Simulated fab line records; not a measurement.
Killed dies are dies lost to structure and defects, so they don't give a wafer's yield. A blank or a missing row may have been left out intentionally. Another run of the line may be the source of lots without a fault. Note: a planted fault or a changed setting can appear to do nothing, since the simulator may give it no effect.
Which tool did it? :: flow nandHarc :: Sampling: 12 lots, 36 wafers, 5 of 1302 route steps

## WHAT EACH GAUGE READ, for each wafer
NHARC_P_M0_THK_MEAS_24: measures by xrf. Usual: thkNm 117.7 nm, standard deviation 1.6.
lot: L957
measured: day 6 10:37
on: filmMetro-02
thkNm (nm): 118.7 115.8 121.1
flag: 

lot: L959
measured: day 6 19:23
on: filmMetro-01
thkNm (nm): 118.2 118.9 118.9
flag: 

lot: L960
measured: day 7 06:55
on: filmMetro-01
thkNm (nm): 116.3 116.0 116.5
flag: 

lot: L961
measured: day 7 21:05
on: filmMetro-01
thkNm (nm): 115.6 119.4 117.5
flag: 

lot: L964
measured: day 9 01:23
on: filmMetro-02
thkNm (nm): 116.2 116.7 117.8
flag: 

lot: L965
measured: day 9 09:20
on: filmMetro-02
thkNm (nm): 116.4 117.5 116.4
flag: 

lot: L973
measured: day 12 18:52
on: filmMetro-01
thkNm (nm): 116.7 118.2 115.7
flag: 

lot: L975
measured: day 14 00:48
on: filmMetro-02
thkNm (nm): 118.7 118.9 118.6
flag: 

lot: L977
measured: day 14 07:51
on: filmMetro-01
thkNm (nm): 121.3 119.5 118.7
flag: 

lot: L976
measured: day 14 08:06
on: filmMetro-02
thkNm (nm): 117.8 115.9 118.0
flag: 

lot: L978
measured: day 14 19:23
on: filmMetro-02
thkNm (nm): 115.7 116.3 115.9
flag: 

lot: L980
measured: day 15 15:09
on: filmMetro-02
thkNm (nm): 119.4 119.4 117.6
flag: 

NHARC_END_SORT_01. Usual: defectLimitedYield 91.6 %, standard deviation 2.8; killedAtArray 52, standard deviation 18; killedAtOther 0.6, standard deviation 1.1; killedAtPeriphery 3.7, standard deviation 2.4; killedDies 57, standard deviation 19; killedOpen 3.1, standard deviation 1.7; killedShort 2.5, standard deviation 1.7; sort_bin_2_pct 3.0 %, standard deviation 1.2; sort_bin_3_pct 0.6 %, standard deviation 0.38; sort_bin_4_pct 4.8 %, standard deviation 1.7; sortNPass 620, standard deviation 19; sortRimYieldPct 91 %, standard deviation 4.1; sortYieldPct 91.6 %, standard deviation 2.8.
lot: L957
measured: day 25 11:07
on: prober-01
defectLimitedYield (%): 94.1 92.5 96.0
killedAtArray: 39 48 26
killedAtOther: 0 0 0
killedAtPeriphery: 1 3 1
killedDies: 40 51 27
killedOpen: 2 4 1
killedShort: 3 2 2
sort_bin_2_pct (%): 3.5 2.2 1.6
sort_bin_3_pct (%): 0.6 0.4 0.1
sort_bin_4_pct (%): 1.8 4.9 2.2
sortNPass: 637 626 650
sortRimYieldPct (%): 94 93 99
sortYieldPct (%): 94.1 92.5 96.0
flag: 

lot: L959
measured: day 25 00:56
on: prober-01
defectLimitedYield (%): 91.4 90.1 91.6
killedAtArray: 51 61 53
killedAtOther: 2 0 0
killedAtPeriphery: 5 6 4
killedDies: 58 67 57
killedOpen: 4 5 0
killedShort: 1 3 2
sort_bin_2_pct (%): 3.0 3.2 3.1
sort_bin_3_pct (%): 0.1 0.9 0.4
sort_bin_4_pct (%): 5.5 5.8 4.9
sortNPass: 619 610 620
sortRimYieldPct (%): 92 93 92
sortYieldPct (%): 91.4 90.1 91.6
flag: 

lot: L960
measured: day 25 17:19
on: prober-01
defectLimitedYield (%): 95.7 94.4 94.7
killedAtArray: 26 35 32
killedAtOther: 0 0 0
killedAtPeriphery: 3 3 4
killedDies: 29 38 36
killedOpen: 4 5 4
killedShort: 1 1 0
sort_bin_2_pct (%): 1.9 0.9 1.5
sort_bin_3_pct (%): 0.3 0.6 0.1
sort_bin_4_pct (%): 2.1 4.1 3.7
sortNPass: 648 639 641
sortRimYieldPct (%): 92 93 97
sortYieldPct (%): 95.7 94.4 94.7
flag: 

lot: L961
measured: day 26 00:19
on: prober-01
defectLimitedYield (%): 87.0 85.5 90.0
killedAtArray: 85 91 63
killedAtOther: 0 1 1
killedAtPeriphery: 3 6 4
killedDies: 88 98 68
killedOpen: 2 6 6
killedShort: 1 3 3
sort_bin_2_pct (%): 5.0 4.1 3.7
sort_bin_3_pct (%): 0.6 0.7 1.6
sort_bin_4_pct (%): 7.4 9.6 4.7
sortNPass: 589 579 609
sortRimYieldPct (%): 84 85 87
sortYieldPct (%): 87.0 85.5 90.0
flag: 

lot: L964
measured: day 27 12:56
on: prober-01
defectLimitedYield (%): 90.0 89.7 90.7
killedAtArray: 62 65 61
killedAtOther: 0 0 0
killedAtPeriphery: 6 5 2
killedDies: 68 70 63
killedOpen: 3 6 4
killedShort: 4 0 2
sort_bin_2_pct (%): 4.3 4.6 4.1
sort_bin_3_pct (%): 1.2 0.7 0.6
sort_bin_4_pct (%): 4.6 5.0 4.6
sortNPass: 609 607 614
sortRimYieldPct (%): 91 92 85
sortYieldPct (%): 90.0 89.7 90.7
flag: 

lot: L965
measured: day 27 12:50
on: prober-02
defectLimitedYield (%): 90.8 92.6 90.7
killedAtArray: 58 48 57
killedAtOther: 1 1 1
killedAtPeriphery: 3 1 5
killedDies: 62 50 63
killedOpen: 7 4 5
killedShort: 3 2 6
sort_bin_2_pct (%): 2.8 3.5 3.4
sort_bin_3_pct (%): 0.7 1.3 0.4
sort_bin_4_pct (%): 5.6 2.5 5.5
sortNPass: 615 627 614
sortRimYieldPct (%): 90 91 87
sortYieldPct (%): 90.8 92.6 90.7
flag: 

lot: L973
measured: day 31 05:11
on: prober-02
defectLimitedYield (%): 90.1 91.1 90.3
killedAtArray: 65 59 60
killedAtOther: 0 0 0
killedAtPeriphery: 2 1 6
killedDies: 67 60 66
killedOpen: 2 3 2
killedShort: 3 4 3
sort_bin_2_pct (%): 3.4 3.0 2.5
sort_bin_3_pct (%): 0.4 0.7 0.4
sort_bin_4_pct (%): 6.1 5.2 6.8
sortNPass: 610 617 611
sortRimYieldPct (%): 94 88 86
sortYieldPct (%): 90.1 91.1 90.3
flag: 

lot: L975
measured: day 32 08:02
on: prober-02
defectLimitedYield (%): 89.5 89.4 91.3
killedAtArray: 63 62 53
killedAtOther: 0 0 0
killedAtPeriphery: 8 10 6
killedDies: 71 72 59
killedOpen: 7 1 4
killedShort: 0 5 3
sort_bin_2_pct (%): 5.0 3.5 2.7
sort_bin_3_pct (%): 1.3 0.9 1.2
sort_bin_4_pct (%): 4.1 6.2 4.9
sortNPass: 606 605 618
sortRimYieldPct (%): 92 90 93
sortYieldPct (%): 89.5 89.4 91.3
flag: 

lot: L977
measured: day 32 06:28
on: prober-01
defectLimitedYield (%): 95.1 92.5 92.9
killedAtArray: 27 46 47
killedAtOther: 2 0 0
killedAtPeriphery: 4 5 1
killedDies: 33 51 48
killedOpen: 6 2 3
killedShort: 3 4 2
sort_bin_2_pct (%): 2.2 3.1 2.8
sort_bin_3_pct (%): 0.3 0.7 0.1
sort_bin_4_pct (%): 2.4 3.7 4.1
sortNPass: 644 626 629
sortRimYieldPct (%): 92 94 92
sortYieldPct (%): 95.1 92.5 92.9
flag: 

lot: L976
measured: day 32 20:50
on: prober-01
defectLimitedYield (%): 88.0 88.9 91.4
killedAtArray: 77 71 53
killedAtOther: 0 0 0
killedAtPeriphery: 4 4 5
killedDies: 81 75 58
killedOpen: 7 4 6
killedShort: 1 3 0
sort_bin_2_pct (%): 4.4 4.6 2.5
sort_bin_3_pct (%): 1.0 0.7 0.6
sort_bin_4_pct (%): 6.5 5.8 5.5
sortNPass: 596 602 619
sortRimYieldPct (%): 92 93 94
sortYieldPct (%): 88.0 88.9 91.4
flag: 

lot: L978
measured: day 33 05:00
on: prober-02
defectLimitedYield (%): 89.4 88.0 90.8
killedAtArray: 62 73 54
killedAtOther: 2 0 1
killedAtPeriphery: 8 8 7
killedDies: 72 81 62
killedOpen: 5 6 1
killedShort: 4 4 3
sort_bin_2_pct (%): 4.3 4.1 3.0
sort_bin_3_pct (%): 0.4 0.9 1.2
sort_bin_4_pct (%): 5.9 6.9 5.0
sortNPass: 605 596 615
sortRimYieldPct (%): 91 93 90
sortYieldPct (%): 89.4 88.0 90.8
flag: 

lot: L980
measured: day 34 04:11
on: prober-01
defectLimitedYield (%): 90.1 90.7 90.0
killedAtArray: 64 60 65
killedAtOther: 0 2 1
killedAtPeriphery: 3 1 2
killedDies: 67 63 68
killedOpen: 3 1 3
killedShort: 3 3 2
sort_bin_2_pct (%): 3.0 3.0 4.6
sort_bin_3_pct (%): 0.3 0.7 1.6
sort_bin_4_pct (%): 6.6 5.6 3.8
sortNPass: 610 614 609
sortRimYieldPct (%): 93 91 90
sortYieldPct (%): 90.1 90.7 90.0
flag: 

## WHAT TOOL EACH LOT RAN ON (gives the tool, then ch and the chambers of the sampled wafers, and finally the start)
lot: L957
NHARC_P_M0_ETCH_15: rieDiel-13 ch 2,3, day 6 08:37 or earlier
NHARC_P_M0_STRIP_18: rieDiel-05 ch 0,1,2, day 6 08:37
NHARC_P_M1_SOFTBAKE_04: lithoTrack-06 ch 0, day 6 11:00

lot: L959
NHARC_P_M0_ETCH_15: rieDiel-13 ch 0,2, day 6 17:26 or earlier
NHARC_P_M0_STRIP_18: rieDiel-13 ch 2,3, day 6 17:26
NHARC_P_M1_SOFTBAKE_04: lithoTrack-04 ch 0, day 6 20:00

lot: L960
NHARC_P_M0_ETCH_15: rieDiel-05 ch 1,2, day 7 05:00 or earlier
NHARC_P_M0_STRIP_18: rieDiel-13 ch 0,3, day 7 05:00
NHARC_P_M1_SOFTBAKE_04: lithoTrack-06 ch 0, day 7 08:00

lot: L961
NHARC_P_M0_ETCH_15: rieDiel-13 ch 0,3, day 7 19:09 or earlier
NHARC_P_M0_STRIP_18: rieDiel-05 ch 1,2,3, day 7 19:09
NHARC_P_M1_SOFTBAKE_04: lithoTrack-01 ch 0, day 7 22:00

lot: L964
NHARC_P_M0_ETCH_15: rieDiel-13 ch 0,1,3, day 8 23:31 or earlier
NHARC_P_M0_STRIP_18: rieDiel-05 ch 1,2,3, day 8 23:31
NHARC_P_M1_SOFTBAKE_04: lithoTrack-06 ch 0, day 9 02:00

lot: L965
NHARC_P_M0_ETCH_15: rieDiel-13 ch 0,1, day 9 07:26 or earlier
NHARC_P_M0_STRIP_18: rieDiel-13 ch 1,2,3, day 9 07:26
NHARC_P_M1_SOFTBAKE_04: lithoTrack-06 ch 0, day 9 10:00

lot: L973
NHARC_P_M0_ETCH_15: rieDiel-13 ch 0,2,3, day 12 16:55 or earlier
NHARC_P_M0_STRIP_18: rieDiel-02 ch 1,2, day 12 16:55
NHARC_P_M1_SOFTBAKE_04: lithoTrack-06 ch 0, day 12 19:00

lot: L975
NHARC_P_M0_ETCH_15: rieDiel-13 ch 0,1,2, day 13 22:49 or earlier
NHARC_P_M0_STRIP_18: rieDiel-13 ch 1,2,3, day 13 22:49
NHARC_P_M1_SOFTBAKE_04: lithoTrack-06 ch 0, day 14 01:00

lot: L977
NHARC_P_M0_ETCH_15: rieDiel-05 ch 0,1, day 14 05:54 or earlier
NHARC_P_M0_STRIP_18: rieDiel-02 ch 0,2,3, day 14 05:54
NHARC_P_M1_SOFTBAKE_04: lithoTrack-06 ch 0, day 14 09:00

lot: L976
NHARC_P_M0_ETCH_15: rieDiel-13 ch 0,1,2, day 14 06:11 or earlier
NHARC_P_M0_STRIP_18: rieDiel-05 ch 1,3, day 14 06:11
NHARC_P_M1_SOFTBAKE_04: lithoTrack-01 ch 0, day 14 09:00

lot: L978
NHARC_P_M0_ETCH_15: rieDiel-13 ch 0,2,3, day 14 17:29 or earlier
NHARC_P_M0_STRIP_18: rieDiel-13 ch 0,3, day 14 17:29
NHARC_P_M1_SOFTBAKE_04: lithoTrack-04 ch 0, day 14 20:00

lot: L980
NHARC_P_M0_ETCH_15: rieDiel-02 ch 0,1,3, day 15 13:13 or earlier
NHARC_P_M0_STRIP_18: rieDiel-02 ch 1,2,3, day 15 13:13
NHARC_P_M1_SOFTBAKE_04: lithoTrack-01 ch 0, day 15 16:00
- NHARC_P_M0_ETCH_15: etches the open film in C4F8/Ar, target depth 150 nm, overetch 15 nm, time 82.5 s.
- NHARC_P_M0_STRIP_18: strips in N2/H2.
- NHARC_P_M1_SOFTBAKE_04: time 55 s.

## WHAT THE TOOLS THEMSELVES READ (means of the sampled wafers that have a number; where no wafer has one, the mark that the record gives instead)
NHARC_P_M0_ETCH_15. Usual: oesProductAu 0.958 a.u., standard deviation 0.019; rfVppV 442.5 V, standard deviation 1.5.
lot: L957
tool: rieDiel-13
oesProductAu (a.u.): 0.976
rfVppV (V): 443.6
flag: 

lot: L959
tool: rieDiel-13
oesProductAu (a.u.): 0.973
rfVppV (V): 441.9
flag: 

lot: L960
tool: rieDiel-05
oesProductAu (a.u.): 0.958
rfVppV (V): 440.8
flag: 

lot: L961
tool: rieDiel-13
oesProductAu (a.u.): 0.969
rfVppV (V): 442.6
flag: 

lot: L964
tool: rieDiel-13
oesProductAu (a.u.): 0.958
rfVppV (V): 442.9
flag: 

lot: L965
tool: rieDiel-13
oesProductAu (a.u.): 0.924
rfVppV (V): 442.1
flag: 

lot: L973
tool: rieDiel-13
oesProductAu (a.u.): 0.969
rfVppV (V): 442.2
flag: 

lot: L975
tool: rieDiel-13
oesProductAu (a.u.): 0.970
rfVppV (V): 442.4
flag: 

lot: L977
tool: rieDiel-05
oesProductAu (a.u.): 0.964
rfVppV (V): 443.4
flag: 

lot: L976
tool: rieDiel-13
oesProductAu (a.u.): 0.975
rfVppV (V): 442.5
flag: 

lot: L978
tool: rieDiel-13
oesProductAu (a.u.): 0.966
rfVppV (V): 442.1
flag: 

lot: L980
tool: rieDiel-02
oesProductAu (a.u.): 0.927
rfVppV (V): 443.1
flag: 

NHARC_P_M0_STRIP_18. Usual: drypumpMotorCurrentA 5.5 A, standard deviation 0.5; oesProductAu 1.002 a.u., standard deviation 0.0085; rfVppV 91.0 V, standard deviation 0.91; showerheadPlenumPTorr 2.09 Torr, standard deviation 0.052; throttleValvePct 14.171 %, standard deviation 0.0087.
lot: L957
tool: rieDiel-05
drypumpMotorCurrentA (A): 5.1
oesProductAu (a.u.): 1.000
rfVppV (V): 90.5
showerheadPlenumPTorr (Torr): 2.11
throttleValvePct (%): 14.177
flag: 

lot: L959
tool: rieDiel-13
drypumpMotorCurrentA (A): 5.8
oesProductAu (a.u.): 1.000
rfVppV (V): 91.3
showerheadPlenumPTorr (Torr): 2.13
throttleValvePct (%): 14.170
flag: 

lot: L960
tool: rieDiel-13
drypumpMotorCurrentA (A): 5.4
oesProductAu (a.u.): 1.002
rfVppV (V): 90.7
showerheadPlenumPTorr (Torr): 2.09
throttleValvePct (%): 14.172
flag: 

lot: L961
tool: rieDiel-05
drypumpMotorCurrentA (A): 5.4
oesProductAu (a.u.): 1.006
rfVppV (V): 91.4
showerheadPlenumPTorr (Torr): 2.08
throttleValvePct (%): 14.169
flag: 

lot: L964
tool: rieDiel-05
drypumpMotorCurrentA (A): 5.5
oesProductAu (a.u.): 1.006
rfVppV (V): 91.1
showerheadPlenumPTorr (Torr): 2.08
throttleValvePct (%): 14.166
flag: 

lot: L965
tool: rieDiel-13
drypumpMotorCurrentA (A): 5.7
oesProductAu (a.u.): 1.001
rfVppV (V): 91.8
showerheadPlenumPTorr (Torr): 2.12
throttleValvePct (%): 14.163
flag: 

lot: L973
tool: rieDiel-02
drypumpMotorCurrentA (A): 5.8
oesProductAu (a.u.): 1.004
rfVppV (V): 91.7
showerheadPlenumPTorr (Torr): 2.11
throttleValvePct (%): 14.172
flag: 

lot: L975
tool: rieDiel-13
drypumpMotorCurrentA (A): 5.8
oesProductAu (a.u.): 1.005
rfVppV (V): 91.2
showerheadPlenumPTorr (Torr): 2.11
throttleValvePct (%): 14.168
flag: 

lot: L977
tool: rieDiel-02
drypumpMotorCurrentA (A): 5.2
oesProductAu (a.u.): 0.999
rfVppV (V): 89.6
showerheadPlenumPTorr (Torr): 2.06
throttleValvePct (%): 14.167
flag: 

lot: L976
tool: rieDiel-05
drypumpMotorCurrentA (A): 5.1
oesProductAu (a.u.): 1.002
rfVppV (V): 91.0
showerheadPlenumPTorr (Torr): 2.05
throttleValvePct (%): 14.172
flag: 

lot: L978
tool: rieDiel-13
drypumpMotorCurrentA (A): 5.6
oesProductAu (a.u.): 1.015
rfVppV (V): 90.6
showerheadPlenumPTorr (Torr): 2.06
throttleValvePct (%): 14.173
flag: 

lot: L980
tool: rieDiel-02
drypumpMotorCurrentA (A): 5.6
oesProductAu (a.u.): 1.007
rfVppV (V): 90.7
showerheadPlenumPTorr (Torr): 2.07
throttleValvePct (%): 14.171
flag: 

NHARC_P_M1_SOFTBAKE_04. Usual: heaterPowerTotalW 188.45 W, standard deviation 0.13; resistLineTempC 23.00 C, standard deviation 0.1.
lot: L957
tool: lithoTrack-06
heaterPowerTotalW (W): 188.72
resistLineTempC (C): 22.98
flag: 

lot: L959
tool: lithoTrack-04
heaterPowerTotalW (W): 188.50
resistLineTempC (C): 22.87
flag: 

lot: L960
tool: lithoTrack-06
heaterPowerTotalW (W): 188.59
resistLineTempC (C): 22.90
flag: 

lot: L961
tool: lithoTrack-01
heaterPowerTotalW (W): 188.33
resistLineTempC (C): 23.09
flag: 

lot: L964
tool: lithoTrack-06
heaterPowerTotalW (W): 199.74
resistLineTempC (C): 22.98
flag: OFF

lot: L965
tool: lithoTrack-06
heaterPowerTotalW (W): 211.27
resistLineTempC (C): 22.97
flag: OFF

lot: L973
tool: lithoTrack-06
heaterPowerTotalW (W): 188.30
resistLineTempC (C): 22.97
flag: 

lot: L975
tool: lithoTrack-06
heaterPowerTotalW (W): 188.70
resistLineTempC (C): 23.01
flag: 

lot: L977
tool: lithoTrack-06
heaterPowerTotalW (W): 188.38
resistLineTempC (C): 23.06
flag: 

lot: L976
tool: lithoTrack-01
heaterPowerTotalW (W): 188.45
resistLineTempC (C): 23.04
flag: 

lot: L978
tool: lithoTrack-04
heaterPowerTotalW (W): 188.43
resistLineTempC (C): 22.87
flag: 

lot: L980
tool: lithoTrack-01
heaterPowerTotalW (W): 188.51
resistLineTempC (C): 23.03
flag: 

## THE ANSWER, worked out from the rows above alone
Rule: a lot is off if the mean of its wafers that have a number lies more than 3 standard deviations from the usual mean. A lot without any number at a reading at which 4 lots or more have one is off too. Any other lot the step has rows for is counted as sound. The gauges are gone through in route order, then the tools' own readings, and for those a lot's mean is taken as printed above. At the first step where some lot is off, the reading lying furthest off is the one used; lots without a number count as furthest.
Off: L964, L965 (NHARC_P_M1_SOFTBAKE_04, heaterPowerTotalW).
If a tool, at that step or one of the process steps before it, ran each lot that is off and ran no sound lot following the first of them, it fits. NHARC_P_M0_ETCH_15 gives no start for some lots, so the hours and the order of its lots are those of NHARC_P_M0_STRIP_18. No candidate that was tried fits.

## WHAT THE SIMULATOR HAD PUT IN
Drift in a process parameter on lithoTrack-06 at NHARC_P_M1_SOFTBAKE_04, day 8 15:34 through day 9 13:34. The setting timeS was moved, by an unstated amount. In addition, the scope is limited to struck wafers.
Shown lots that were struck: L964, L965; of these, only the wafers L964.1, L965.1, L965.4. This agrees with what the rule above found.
